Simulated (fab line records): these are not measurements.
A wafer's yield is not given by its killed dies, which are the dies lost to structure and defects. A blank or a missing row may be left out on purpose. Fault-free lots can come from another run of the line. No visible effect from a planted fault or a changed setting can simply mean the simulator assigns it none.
Chamber matching | flow nandHarc | 4 sister chambers for NHARC_P_BONDPAD_CMP_32 on cmp-02
The step polishes SiCN, target thk 200 nm. 30 wafers are shown with their chamber, then 12 later ones without.

## WAFERS WITH THEIR CHAMBER
wafer  | chamber | motorCurrentA (A) | retainingRingPressureFrac
L076.1 | 1       | 10.8              | 1.011
L076.3 | 3       | 12.0              | 0.995
L076.4 | 2       | 10.2              | 0.992
L077.1 | 2       | 10.0              | 1.007
L077.4 | 3       | 11.7              | 1.003
L077.6 | 3       | 12.7              | 1.009
L078.1 | 3       | 12.5              | 1.003
L078.4 | 1       | 11.1              | 0.992
L078.5 | 1       | 10.7              | 1.003
L079.4 | 1       | 11.1              | 1.004
L079.5 | 2       | 9.4               | 0.996
L079.6 | 1       | 10.8              | 0.995
L083.3 | 2       | 9.9               | 0.999
L083.5 | 1       | 11.0              | 1.004
L083.6 | 2       | 10.1              | 1.004
L085.4 | 0       | 14.1              | 1.003
L085.5 | 3       | 12.3              | 1.007
L085.6 | 2       | 10.1              | 0.997
L086.2 | 2       | 10.2              | 1.004
L086.4 | 0       | 13.6              | 1.001
L086.6 | 1       | 10.5              | 1.005
L087.4 | 2       | 10.2              | 1.001
L087.5 | 3       | 11.8              | 1.000
L087.6 | 2       | 10.0              | 0.995
L089.2 | 0       | 14.0              | 1.001
L089.3 | 3       | 12.1              | 0.989
L089.6 | 0       | 13.9              | 1.001
L091.1 | 3       | 12.3              | 1.003
L091.3 | 0       | 13.2              | 0.997
L091.4 | 2       | 10.0              | 0.998

SIGNATURES, as means of the wafers listed above
reading                   | chamber 0 | chamber 1 | chamber 2 | chamber 3 | scatter within a chamber
motorCurrentA             | 13.760    | 10.857    | 10.010    | 12.175    | 0.288
retainingRingPressureFrac | 1.00060   | 1.00200   | 0.99930   | 1.00113   | 0.00539
Rule: a wafer's distance from a chamber is the root of the sum, over the readings, of the square of ((its reading less the chamber's mean) divided by the reading's scatter). If the next closest chamber is less than 2 further off than the closest, the wafer can't be placed; otherwise it belongs to the closest. The scatter is the square root of a quotient: the sum, over the shown wafers, of each reading's squared deviation from its chamber's mean, divided by wafers minus chambers.

## WAFERS WHOSE CHAMBER IS MISSING
wafer  | motorCurrentA (A) | retainingRingPressureFrac
L094.1 | 10.7              | 0.997
L094.5 | 9.9               | 0.999
L094.6 | 12.6              | 0.999
L095.1 | 12.6              | 1.003
L095.2 | 13.7              | 0.997
L095.6 | 10.1              | 0.997
L096.2 | 10.1              | 0.991
L096.5 | 10.5              | 0.996
L096.6 | 13.5              | 0.997
L097.3 | 11.5              | 1.004
L097.4 | 10.4              | 0.990
L097.6 | 12.2              | 1.010

## WHICH CHAMBER EACH WENT THROUGH
wafer  | from the rows above     | in truth
L094.1 | can't be placed: 1 or 2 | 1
L094.5 | 2                       | 2
L094.6 | 3                       | 3
L095.1 | 3                       | 3
L095.2 | 0                       | 0
L095.6 | 2                       | 2
L096.2 | can't be placed: 2 or 1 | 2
L096.5 | can't be placed: 1 or 2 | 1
L096.6 | 0                       | 0
L097.3 | can't be placed: 1 or 3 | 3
L097.4 | can't be placed: 2 or 1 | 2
L097.6 | 3                       | 3
Placed correctly: 7 of 12. Can't be placed from these rows: 5 (the true chamber is among the candidates in 5). Placed wrongly: 0.
